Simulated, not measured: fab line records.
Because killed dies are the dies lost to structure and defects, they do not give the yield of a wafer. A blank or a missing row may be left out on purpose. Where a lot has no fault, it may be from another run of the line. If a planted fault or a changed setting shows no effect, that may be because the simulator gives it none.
Which tool is to blame? ; flow n5-finfet ; 72 wafers from 24 lots sampled at 6 of the route's 1938 steps

## WHAT THE GAUGES READ, wafer by wafer
N5_BEOL_M6_INSPECT_30: inspects for defects (brightfield).
lot;measured;on;raw-defect-count
L075;day 9 00:27;defect-inspect-01;436 370 304
L077;day 9 05:47;defect-inspect-01;388 280 304
L076;day 9 05:37;defect-inspect-01;316 207 348
L074;day 9 15:43;defect-inspect-02;584 522 408
L079;day 9 20:43;defect-inspect-01;330 336 328
L078;day 10 01:02;defect-inspect-02;519 637 476
L080;day 10 01:09;defect-inspect-01;221 341 306
L081;day 10 06:50;defect-inspect-02;479 465 439
L082;day 10 20:58;defect-inspect-02;324 263 290
L083;day 11 00:16;defect-inspect-02;298 309 332
L084;day 11 09:09;defect-inspect-01;321 360 380
L085;day 11 18:35;defect-inspect-02;466 437 495
L086;day 11 20:04;defect-inspect-01;566 463 463
L087;day 12 04:34;defect-inspect-01;362 347 361
L088;day 12 13:04;defect-inspect-02;536 451 445
L089;day 12 15:10;defect-inspect-02;479 510 295
L091;day 12 17:41;defect-inspect-02;349 427 391
L090;day 13 04:49;defect-inspect-01;423 406 316
L092;day 13 09:22;defect-inspect-01;449 488 455
L094;day 13 12:41;defect-inspect-01;298 282 373
L093;day 13 12:51;defect-inspect-01;326 286 313
L095;day 14 02:03;defect-inspect-01;238 437 418
L096;day 14 09:01;defect-inspect-02;374 474 461
L097;day 14 09:05;defect-inspect-02;581 485 592

N5_BEOL_M6_CD_MEAS_35: target cd 40 nm, target cd y 28 nm.
lot;measured;on;cd-nm (nm)
L075;day 9 01:06;cd-sem-03;38.5 39.5 39.2
L077;day 9 06:25;cd-sem-03;40.9 40.9 42.2
L076;day 9 06:14;cd-sem-03;39.7 38.4 39.3
L074;day 9 16:19;cd-sem-01;39.7 39.8 39.4
L079;day 9 21:20;cd-sem-02;39.7 39.9 39.1
L078;day 10 01:40;cd-sem-03;40.8 40.4 40.6
L080;day 10 02:13;cd-sem-01;40.7 39.7 40.9
L081;day 10 07:38;cd-sem-03;39.8 39.2 39.7
L082;day 10 21:34;cd-sem-02;41.4 40.7 40.4
L083;day 11 00:53;cd-sem-03;40.1 39.7 38.9
L084;day 11 09:46;cd-sem-03;39.8 39.7 39.8
L085;day 11 19:13;cd-sem-01;39.4 39.2 39.6
L086;day 11 20:41;cd-sem-03;39.7 39.3 39.5
L087;day 12 05:11;cd-sem-03;39.7 40.4 40.3
L088;day 12 13:47;cd-sem-01;39.5 41.5 40.7
L089;day 12 15:47;cd-sem-01;40.6 40.7 40.3
L091;day 12 18:23;cd-sem-02;39.6 39.2 40.6
L090;day 13 05:25;cd-sem-03;40.5 41.1 39.7
L092;day 13 10:21;cd-sem-02;41.8 40.7 40.1
L094;day 13 13:19;cd-sem-02;39.9 40.5 40.8
L093;day 13 13:32;cd-sem-02;40.7 41.3 40.3
L095;day 14 02:40;cd-sem-01;40.0 41.2 41.2
L096;day 14 09:37;cd-sem-03;39.8 40.7 39.4
L097;day 14 09:56;cd-sem-01;39.3 40.5 40.4

N5_BEOL_M6_RS_MEAS_57: measures by four-point-probe.
lot;measured;on;M6_RS (ohm/sq)
L075;day 9 03:58;film-metro-01;0.283 0.276 0.295
L077;day 9 10:16;film-metro-01;0.282 0.297 0.297
L076;day 9 08:35;film-metro-02;0.305 0.286 0.303
L074;day 9 19:25;film-metro-01;0.302 0.299 0.303
L079;day 10 00:11;film-metro-01;0.296 0.281 0.294
L078;day 10 04:41;film-metro-02;0.270 0.286 0.296
L080;day 10 05:57;film-metro-02;0.273 0.273 0.283
L081;day 10 09:48;film-metro-01;0.281 0.279 0.272
L082;day 10 23:56;film-metro-01;0.295 0.283 0.288
L083;day 11 03:18;film-metro-01;0.285 0.305 0.276
L084;day 11 14:34;film-metro-01;0.311 0.278 0.275
L085;day 11 22:14;film-metro-01;0.283 0.304 0.278
L086;day 11 23:45;film-metro-01;0.297 0.307 0.303
L087;day 12 07:50;film-metro-01;0.274 0.290 0.291
L088;day 12 15:59;film-metro-02;0.287 0.281 0.285
L089;day 12 17:41;film-metro-01;0.275 0.297 0.297
L091;day 12 21:04;film-metro-02;0.295 0.315 0.277
L090;day 13 07:54;film-metro-01;0.267 0.295 0.279
L092;day 13 14:11;film-metro-02;0.276 0.278 0.261
L094;day 13 16:17;film-metro-01;0.288 0.287 0.295
L093;day 13 16:40;film-metro-01;0.290 0.280 0.279
L095;day 14 06:53;film-metro-01;0.297 0.286 0.273
L096;day 14 12:14;film-metro-02;0.293 0.308 0.279
L097;day 14 12:47;film-metro-01;0.277 0.303 0.267

## TOOL THAT RAN EACH LOT (tool first, then ch and the chambers of the sampled wafers, then the start)
lot;N5_BEOL_M6_STRIP_19;N5_BEOL_M6_TRENCH_ETCH_37;N5_BEOL_M6_SPUTTER_48
L075;rie-diel-03 ch 1,2, day 8 23:52;rie-diel-06 ch 0,2,3, day 9 01:06 or earlier;pvd-sputter-03, day 9 02:23
L077;rie-diel-03 ch 0,1,2, day 9 02:17;rie-diel-06 ch 1,2,3, day 9 06:25 or earlier;pvd-sputter-01, day 9 09:13
L076;rie-diel-06 ch 0,1, day 9 02:46;rie-diel-05 ch 2,3, day 9 06:14 or earlier;pvd-sputter-03, day 9 07:40
L074;rie-diel-05 ch 1,2,3, day 9 12:26;rie-diel-05 ch 1,3, day 9 16:19 or earlier;pvd-sputter-01, day 9 18:26
L079;rie-diel-06 ch 2,3, day 9 19:10;rie-diel-06 ch 0,2,3, day 9 21:20 or earlier;pvd-sputter-03, day 9 22:46
L078;rie-diel-05 ch 0,1,3, day 9 22:42;rie-diel-05 ch 0,1,3, day 10 01:40 or earlier;pvd-sputter-02, day 10 03:35
L080;rie-diel-06 ch 1,2,3, day 9 23:31;rie-diel-03 ch 0,2, day 10 02:13 or earlier;pvd-sputter-03, day 10 04:31
L081;rie-diel-03 ch 1,2, day 10 05:37;rie-diel-03 ch 1,2, day 10 07:38 or earlier;pvd-sputter-01, day 10 08:43
L082;rie-diel-05 ch 1,2,3, day 10 19:30;rie-diel-03 ch 2,3, day 10 21:34 or earlier;pvd-sputter-01, day 10 22:35
L083;rie-diel-03 ch 0,1,2, day 10 23:34;rie-diel-03 ch 1,2,3, day 11 00:53 or earlier;pvd-sputter-01, day 11 02:21
L084;rie-diel-05 ch 0,1,3, day 11 08:41;rie-diel-06 ch 0,3, day 11 09:46 or earlier;pvd-sputter-03, day 11 13:29
L085;rie-diel-06 ch 2,3, day 11 18:06;rie-diel-05 ch 0,2,3, day 11 19:13 or earlier;pvd-sputter-01, day 11 21:08
L086;rie-diel-03 ch 1,3, day 11 18:22;rie-diel-05 ch 1,3, day 11 20:41 or earlier;pvd-sputter-01, day 11 22:26
L087;rie-diel-06 ch 1,2,3, day 12 03:35;rie-diel-03 ch 2,3, day 12 05:11 or earlier;pvd-sputter-03, day 12 06:54
L088;rie-diel-05 ch 0,2,3, day 12 10:22;rie-diel-06 ch 0,3, day 12 13:47 or earlier;pvd-sputter-01, day 12 14:51
L089;rie-diel-06 ch 0,3, day 12 14:34;rie-diel-06 ch 0,2,3, day 12 15:47 or earlier;pvd-sputter-03, day 12 16:44
L091;rie-diel-03 ch 0,2, day 12 17:12;rie-diel-03 ch 0,2,3, day 12 18:23 or earlier;pvd-sputter-02, day 12 19:56
L090;rie-diel-05 ch 0,1,3, day 13 00:54;rie-diel-05 ch 1,2,3, day 13 05:25 or earlier;pvd-sputter-03, day 13 06:38
L092;rie-diel-05 ch 0,1,3, day 13 08:22;rie-diel-03 ch 0,1,2, day 13 10:21 or earlier;pvd-sputter-02, day 13 13:08
L094;rie-diel-03 ch 1,2,3, day 13 11:03;rie-diel-05 ch 1,3, day 13 13:19 or earlier;pvd-sputter-03, day 13 14:48
L093;rie-diel-05 ch 0,1,3, day 13 12:07;rie-diel-06 ch 0,1,2, day 13 13:32 or earlier;pvd-sputter-03, day 13 15:00
L095;rie-diel-03 ch 0,2, day 14 01:28;rie-diel-03 ch 0,2,3, day 14 02:40 or earlier;pvd-sputter-03, day 14 05:30
L096;rie-diel-03 ch 0,2, day 14 07:17;rie-diel-06 ch 1,2, day 14 09:37 or earlier;pvd-sputter-01, day 14 11:18
L097;rie-diel-06 ch 0,2, day 14 07:44;rie-diel-03 ch 1,3, day 14 09:56 or earlier;pvd-sputter-01, day 14 11:28
- N5_BEOL_M6_STRIP_19: strips in O2.
- N5_BEOL_M6_TRENCH_ETCH_37: etches SiCOH lowk in C4F6/O2, target depth 94.435 nm, time 31.5 s.
- N5_BEOL_M6_SPUTTER_48: material Cu, target thk 10 nm, time 1.667 s.

## WHAT THE TOOLS THEMSELVES READ (means of the sampled wafers that have a number; where no wafer has one, the mark that the record gives instead)
N5_BEOL_M6_STRIP_19.
lot;tool;drypump-motor-current-A (A);oes-product-au (a.u.);rf-vpp-V (V);showerhead-plenum-p-Torr (Torr);throttle-valve-pct (%)
L075;rie-diel-03;5.9;0.92;4.2;2.09;16.57
L077;rie-diel-03;6.0;0.93;3.8;2.09;16.57
L076;rie-diel-06;5.7;0.73;3.5;2.08;16.79
L074;rie-diel-05;5.3;0.75;4.2;2.08;16.79
L079;rie-diel-06;4.8;0.77;3.5;2.15;16.94
L078;rie-diel-05;5.7;0.80;3.3;2.08;16.70
L080;rie-diel-06;5.1;0.76;4.0;2.11;16.94
L081;rie-diel-03;5.8;0.88;3.7;2.09;16.59
L082;rie-diel-05;5.3;0.74;3.1;2.08;16.82
L083;rie-diel-03;6.0;0.88;3.9;2.08;16.60
L084;rie-diel-05;5.7;0.77;3.7;2.07;16.73
L085;rie-diel-06;4.8;0.83;4.1;2.10;16.82
L086;rie-diel-03;5.6;0.89;3.0;2.12;16.63
L087;rie-diel-06;5.1;0.85;3.7;2.10;16.81
L088;rie-diel-05;5.6;0.74;3.9;2.03;16.89
L089;rie-diel-06;5.1;0.78;3.4;2.14;16.59
L091;rie-diel-03;6.0;0.86;3.7;2.11;16.61
L090;rie-diel-05;5.7;0.76;4.2;2.07;16.76
L092;rie-diel-05;5.7;0.76;3.9;2.07;16.76
L094;rie-diel-03;5.7;0.85;4.1;2.11;16.64
L093;rie-diel-05;5.7;0.76;4.3;2.07;16.76
L095;rie-diel-03;6.0;0.83;3.3;2.11;16.63
L096;rie-diel-03;6.1;0.86;3.7;2.07;16.66
L097;rie-diel-06;4.9;0.85;3.7;2.08;16.63

N5_BEOL_M6_TRENCH_ETCH_37.
lot;tool;drypump-motor-current-A (A);oes-product-au (a.u.);rf-fwd-power-W (W);rf-vpp-V (V);showerhead-plenum-p-Torr (Torr);throttle-valve-pct (%)
L075;rie-diel-06;4.9;0.84;339.7;650;2.89;20.97
L077;rie-diel-06;5.1;0.77;342.6;655;2.85;21.17
L076;rie-diel-05;5.6;0.70;340.5;653;2.79;21.07
L074;rie-diel-05;5.4;0.79;340.8;678;2.86;20.84
L079;rie-diel-06;4.9;0.82;339.3;650;2.89;20.98
L078;rie-diel-05;5.7;0.80;341.2;668;2.83;20.97
L080;rie-diel-03;6.1;0.92;336.6;682;2.85;21.02
L081;rie-diel-03;5.8;0.88;338.7;676;2.85;20.73
L082;rie-diel-03;5.7;0.89;338.5;681;2.89;20.74
L083;rie-diel-03;5.7;0.89;340.3;675;2.84;20.73
L084;rie-diel-06;5.1;0.79;339.1;648;2.93;20.99
L085;rie-diel-05;5.6;0.74;341.1;650;2.77;21.10
L086;rie-diel-05;5.8;0.71;342.2;670;2.83;21.00
L087;rie-diel-03;5.7;0.87;338.2;680;2.88;20.75
L088;rie-diel-06;5.1;0.79;339.3;647;2.93;21.00
L089;rie-diel-06;5.0;0.80;340.5;649;2.88;21.01
L091;rie-diel-03;5.9;0.87;338.6;680;2.86;20.90
L090;rie-diel-05;5.4;0.73;341.3;660;2.79;21.00
L092;rie-diel-03;6.0;0.85;337.8;675;2.81;20.91
L094;rie-diel-05;5.8;0.71;341.9;670;2.82;21.02
L093;rie-diel-06;5.3;0.87;339.9;650;2.82;20.89
L095;rie-diel-03;5.9;0.85;338.1;681;2.85;20.91
L096;rie-diel-06;5.5;0.88;341.6;656;2.79;20.98
L097;rie-diel-03;5.7;0.85;340.3;667;2.78;20.76

N5_BEOL_M6_SPUTTER_48.
lot;tool;susceptor-temp-C (C);throttle-valve-pct (%)
L075;pvd-sputter-03;-20.06;30.2
L077;pvd-sputter-01;-19.96;29.7
L076;pvd-sputter-03;-19.97;29.7
L074;pvd-sputter-01;-19.97;28.8
L079;pvd-sputter-03;-20.04;30.4
L078;pvd-sputter-02;-19.91;30.2
L080;pvd-sputter-03;-19.97;29.8
L081;pvd-sputter-01;-19.95;28.9
L082;pvd-sputter-01;-19.99;29.6
L083;pvd-sputter-01;-20.11;29.7
L084;pvd-sputter-03;-20.04;29.9
L085;pvd-sputter-01;-19.79;29.4
L086;pvd-sputter-01;-19.89;29.5
L087;pvd-sputter-03;-19.88;29.7
L088;pvd-sputter-01;-20.03;28.2
L089;pvd-sputter-03;-20.00;30.2
L091;pvd-sputter-02;-20.09;29.9
L090;pvd-sputter-03;-20.05;30.2
L092;pvd-sputter-02;-19.99;30.0
L094;pvd-sputter-03;-19.91;29.9
L093;pvd-sputter-03;-19.99;30.2
L095;pvd-sputter-03;-20.02;30.3
L096;pvd-sputter-01;-20.08;29.6
L097;pvd-sputter-01;-20.02;28.3

## THE ANSWER, worked out from the rows above alone
Rule: usual is defined by the lots themselves. Put in order of their means at a reading, lots are off if they are a third of the lots or fewer, leave a main group of 4 or more, and stand apart from it by a gap of 3 or more times the standard deviation of the main group's means; of several such gaps the widest counts. If all means in a main group match to the digits the tables above print for the reading, that group is not used. A lot without any number at a reading at which 4 lots or more have one is off too. Where the step has rows for the other lots, those lots are counted as sound. Order of review: gauges by route order, followed by the tools' own readings, for which a lot's mean as printed above is used. At the first step where some lot is off, the reading lying furthest off is the one used; lots without a number count as furthest.
None of the lots is off at any reading shown; this tells nothing.

## WHAT WAS PUT IN BY THE SIMULATOR
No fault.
